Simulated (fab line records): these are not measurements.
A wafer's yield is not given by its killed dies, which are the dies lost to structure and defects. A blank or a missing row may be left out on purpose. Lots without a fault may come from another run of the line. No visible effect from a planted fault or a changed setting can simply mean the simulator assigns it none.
fab line records ; flow n5-finfet
record: lots: 7; wafers: 39
route steps=1938 shown DUMMY_GATE@237 SPACER0@260 SD_EPI_N@262 HKMG_FIN@406
start-h: start of the lot's first displayed wafer, in hours after the record's first day ; wait-h: hours from the lot's prior step to this one ; " identical to the entry in the row above ; L1.1+2: a single row standing in for several wafers ; - value missing, or start not given ; * or withheld: withheld ; < > ~ a bound
route shown NAME@n: NAME is a module with steps in the file, n the number in the route of the first one ; usual: mean/standard deviation taken from wafers without a fault ; same: alike in all rows ; chamber/n: place in a boat ; sites: each site's reading ; _std_site: the values' standard deviation ; _edge_site: mean of outer sites minus mean of inner sites ; radius-mm: how far each site lies from the wafer's centre ; mask NAME#n: copy n ; behind: the most recent tool/chamber to have shaped the wafer ; hold: cause of the lot's hold/its duration in hours/its outcome ; device: whichever transistor did not switch (one of n, p or np) ; end of line: tests of these same wafers at the route's end ; where a step has no rows: the recipe by itself ; killed: not the wafer's yield, but the dies lost to structure and defects at the first sort ; map: shows each die of a wafer: x if killed, . if not, _ if none is there
set.NAME: setting as actually run; set.NAME@STEP: the setting as run at that earlier step ; model.NAME: the simulator's own value behind a step, which no gauge read
lots run with intentionally changed settings; tables by step, rows by wafer
== steps ==
step: N5_DUMMY_GATE_ETCH_37
recipe: chemistry: N2/H2; target: SOC; target-depth-a: 600; overetch-a: 300; temp-c: 40; ion-energy-ev: 200; pressure-mtorr: 30; source-w: 840; bias-w: 150; n2-flow-sccm: 200; h2-flow-sccm: 200
usual: rf-vpp-V: 523.7/2.7
lot.wafer;tool;chamber;start-h;wait-h;set.source-w;rf-vpp-V
L074.1;rie-diel-03;3;47.69;0.0;694.9;558.5
L074.2;rie-diel-03;2;47.69;0.0;694.9;560.2
L074.3;rie-diel-03;1;47.69;0.0;840;522.2
L074.4;rie-diel-03;0;47.69;0.0;840;527.0
L074.5;rie-diel-03;1;47.69;0.0;840;520.6
L074.6;rie-diel-03;2;47.69;0.0;694.9;560.8
L086.1;rie-diel-02;3;120.03;0.0;840;526.4
L086.2;rie-diel-02;1;120.03;0.0;840;524.5
L086.3;rie-diel-02;2;120.03;0.0;751.1;540.6
L086.4;rie-diel-02;0;120.03;0.0;751.1;542.4
L086.5;rie-diel-02;1;120.03;0.0;840;522.8
L086.6;rie-diel-02;2;120.03;0.0;751.1;539.8
L088.2;rie-diel-01;3;132.48;0.0;840;528.3
L088.4;rie-diel-01;2;132.48;0.0;840;522.1
L088.5;rie-diel-01;3;132.48;0.0;840;527.6
L089.1;rie-diel-01;2;137.43;0.0;840;523.0
L089.2;rie-diel-01;3;137.43;0.0;840;525.7
L089.3;rie-diel-01;0;137.43;0.0;954.8;503.6
L089.4;rie-diel-01;1;137.43;0.0;954.8;498.0
L089.5;rie-diel-01;3;137.43;0.0;840;526.9
L089.6;rie-diel-01;0;137.43;0.0;954.8;502.6
L090.1;rie-diel-02;2;144.06;0.0;840;520.3
L090.2;rie-diel-02;1;144.06;0.0;840;522.6
L090.3;rie-diel-02;0;144.06;0.0;840;522.5
L090.4;rie-diel-02;3;144.06;0.0;840;527.9
L090.5;rie-diel-02;3;144.06;0.0;840;528.1
L090.6;rie-diel-02;2;144.06;0.0;840;520.1
L092.1;rie-diel-02;2;154.53;0.0;840;519.8
L092.2;rie-diel-02;3;154.53;0.0;840;527.8
L092.3;rie-diel-02;0;154.53;0.0;840;522.3
L092.4;rie-diel-02;1;154.53;0.0;840;522.4
L092.5;rie-diel-02;1;154.53;0.0;840;522.9
L092.6;rie-diel-02;0;154.53;0.0;840;522.0
L097.1;rie-diel-02;2;185.64;0.0;840;521.5
L097.2;rie-diel-02;1;185.64;0.0;922.2;506.2
L097.3;rie-diel-02;3;185.64;0.0;922.2;513.1
L097.4;rie-diel-02;0;185.64;0.0;922.2;507.3
L097.5;rie-diel-02;2;185.64;0.0;840;521.1
L097.6;rie-diel-02;1;185.64;0.0;840;523.2
step: N5_SPACER0_ALD_08
recipe: material: SiNx; target-thk-a: 20; temp-c: 400; ald-precursor-family: SiH2I2; ald-co-reactant: N2/H2-plasma; pressure-torr: 2
lot.wafer;tool;chamber;start-h;wait-h;set.target-thk-a;model.SiNx_of_SPACER0_ALD_08.thk-nm
L074.1+2+5;ald-sin-03;0,2,1;50.38;0.1;20;2
L074.3+4+6;ald-sin-03;3,1,2;50.38;0.1;19.09;2
L086.1+2+3+4+5+6;ald-sin-02;1,2,0,3,3,2;121.48;0.1;20;2
L088.2+4+5;ald-sin-03;1,2,2;134.06;0.1;20;2
L089.1+2+6;ald-sin-02;2,0,2;139.04;0.1;18.61;1.8
L089.3+4+5;ald-sin-02;3,3,0;139.04;0.1;20;2
L090.1+2+4;ald-sin-03;3,1,3;145.51;0.1;18.65;1.8
L090.3+5+6;ald-sin-03;2,1,2;145.51;0.1;20;2
L092.1+3+5;ald-sin-03;0,1,2;157.82;0.1;20;2
L092.2;ald-sin-03;3;157.82;0.1;20.97;2
L092.4+6;ald-sin-03;2,1;157.82;0.1;20.97;2.2
L097.1+3+6;ald-sin-02;2,0,2;187.71;0.1;20;2
L097.2+5;ald-sin-02;1;187.71;0.1;16.98;1.6
L097.4;ald-sin-02;3;187.71;0.1;16.98;1.8
step: N5_SD_EPI_N_COAT_32
recipe: resist: SOC; temp-c: 250; time-s: 60; spin-rpm: 1500; resist-thk-nm: 350
step: N5_SD_EPI_N_SD_RECESS_17
recipe: chemistry: HBr/Cl2/O2; target-depth-a: 410; mask-material: SOC; time-s: 23.7; bt-time-s: 3; pressure-mtorr: 10; icp-w: 800; bias-w: 112; HBr_flow_sccm: 150; Cl2_flow_sccm: 80; O2_flow_sccm: 12
step: N5_SD_EPI_N_STRIP_38
recipe: chemistry: N2/H2; power-w: 1000; temp-c: 250; h2-frac: 0.65; overash-fraction: 0.3; pressure-mtorr: withheld; n2-flow-sccm: 1750; h2-flow-sccm: 3250
step: N5_SD_EPI_N_WET_ETCH_43
recipe: chemistry: dHF; dilution: withheld; time-s: 14; target: SiO2; target-depth-a: 15; temp-c: 25
lot.wafer;tool;chamber;start-h;wait-h;set.target-thk-a@SPACER0_ALD_08;model.SiNx_of_SPACER0_ALD_08.thk-nm
L074.1+2+5;wet-bench-06;3,5,4;51.92;-;20;1.6
L074.3+4+6;wet-bench-06;1,2,0;51.92;-;19.09;1.4
L086.1+2+3+4+5+6;wet-bench-01;4,5,3,6,7,2;123.00;-;20;1.6
L088.2+4+5;wet-bench-01;0,5,2;135.45;-;20;1.6
L089.1+2+6;wet-bench-05;3,1,6;140.43;-;18.61;1.4
L089.3+4+5;wet-bench-05;2,7,0;140.43;-;20;1.6
L090.1+2+4;wet-bench-01;1,7,2;147.02;-;18.65;1.4
L090.3+5+6;wet-bench-01;5,6,0;147.02;-;20;1.6
L092.1+3+5;wet-bench-05;4,7,6;159.47;-;20;1.6
L092.2+4+6;wet-bench-05;0,5,3;159.47;-;20.97;1.6
L097.1+3+6;wet-bench-06;5,6,1;189.72;-;20;1.6
L097.2+4+5;wet-bench-06;4,7,0;189.72;-;16.98;1.2
step: N5_HKMG_FIN_ETCH_58
recipe: chemistry: N2/H2; target: SOC; target-depth-a: 2158; ion-energy-ev: 50; bias-w: 13; time-s: 741; pressure-mtorr: 30; source-w: 875; n2-flow-sccm: 200; h2-flow-sccm: 200
usual: rf-vpp-V: 98.9/0.89
lot.wafer;tool;chamber;start-h;wait-h;set.bias-w;rf-vpp-V
L074.1;rie-diel-06;0;73.69;0.0;14.92;108.8
L074.2;rie-diel-06;2;73.69;0.0;14.92;107.3
L074.3;rie-diel-06;1;73.69;0.0;13;99.3
L074.4;rie-diel-06;3;73.69;0.0;14.92;107.4
L074.5;rie-diel-06;1;73.69;0.0;13;98.9
L074.6;rie-diel-06;2;73.69;0.0;13;99.3
L086.1;rie-diel-06;0;144.50;0.0;11.58;92.1
L086.2;rie-diel-06;2;144.50;0.0;13;98.4
L086.3;rie-diel-06;1;144.50;0.0;11.58;92.7
L086.4;rie-diel-06;3;144.50;0.0;11.58;92.5
L086.5;rie-diel-06;1;144.50;0.0;13;99.7
L086.6;rie-diel-06;2;144.50;0.0;13;98.5
L088.2;rie-diel-06;0;158.19;0.0;13;99.4
L088.4;rie-diel-06;1;158.19;0.0;13;98.2
L088.5;rie-diel-06;3;158.19;0.0;13;98.3
L089.1;rie-diel-05;2;164.78;0.0;11.33;90.6
L089.2;rie-diel-05;1;164.78;0.0;13;99.0
L089.3;rie-diel-05;0;164.78;0.0;13;99.3
L089.4;rie-diel-05;1;164.78;0.0;11.33;90.6
L089.5;rie-diel-05;2;164.78;0.0;13;99.8
L089.6;rie-diel-05;0;164.78;0.0;11.33;91.9
L090.1;rie-diel-05;2;169.41;0.0;13;99.7
L090.2;rie-diel-05;1;169.41;0.0;13;98.4
L090.3;rie-diel-05;0;169.41;0.0;13;99.4
L090.4;rie-diel-05;2;169.41;0.0;13;98.7
L090.5;rie-diel-05;1;169.41;0.0;13;100.1
L090.6;rie-diel-05;0;169.41;0.0;13;98.9
L092.1;rie-diel-05;1;181.61;0.0;13;98.8
L092.2;rie-diel-05;2;181.61;0.0;12.02;93.3
L092.3;rie-diel-05;0;181.61;0.0;12.02;93.9
L092.4;rie-diel-05;0;181.61;0.0;13;97.6
L092.5;rie-diel-05;2;181.61;0.0;13;100.2
L092.6;rie-diel-05;1;181.61;0.0;12.02;94.5
L097.1;rie-diel-04;1;214.32;0.0;13;98.9
L097.2;rie-diel-04;2;214.32;0.0;13.9;104.0
L097.3;rie-diel-04;3;214.32;0.0;13;99.7
L097.4;rie-diel-04;1;214.32;0.0;13;98.7
L097.5;rie-diel-04;3;214.32;0.0;13.9;103.4
L097.6;rie-diel-04;2;214.32;0.0;13.9;103.4
== key ==
split: step: N5_DUMMY_GATE_ETCH_37; setting: source-w; stated: 840; by: wafer
response: step: N5_DUMMY_GATE_ETCH_37; reading: rf-vpp-V; change: -1.82; per: 1%; r: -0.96
split: step: N5_SPACER0_ALD_08; setting: target-thk-a; stated: 20; by: wafer
response: step: N5_SPACER0_ALD_08; reading: model.SiNx_of_SPACER0_ALD_08.thk-nm; change: +0.023; per: 1%; r: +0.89
response: step: N5_SD_EPI_N_WET_ETCH_43; reading: model.SiNx_of_SPACER0_ALD_08.thk-nm; change: +0.0265; per: 1%; r: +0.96
split: step: N5_HKMG_FIN_ETCH_58; setting: bias-w; stated: 13; by: wafer
response: step: N5_HKMG_FIN_ETCH_58; reading: rf-vpp-V; change: +0.617; per: 1%; r: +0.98
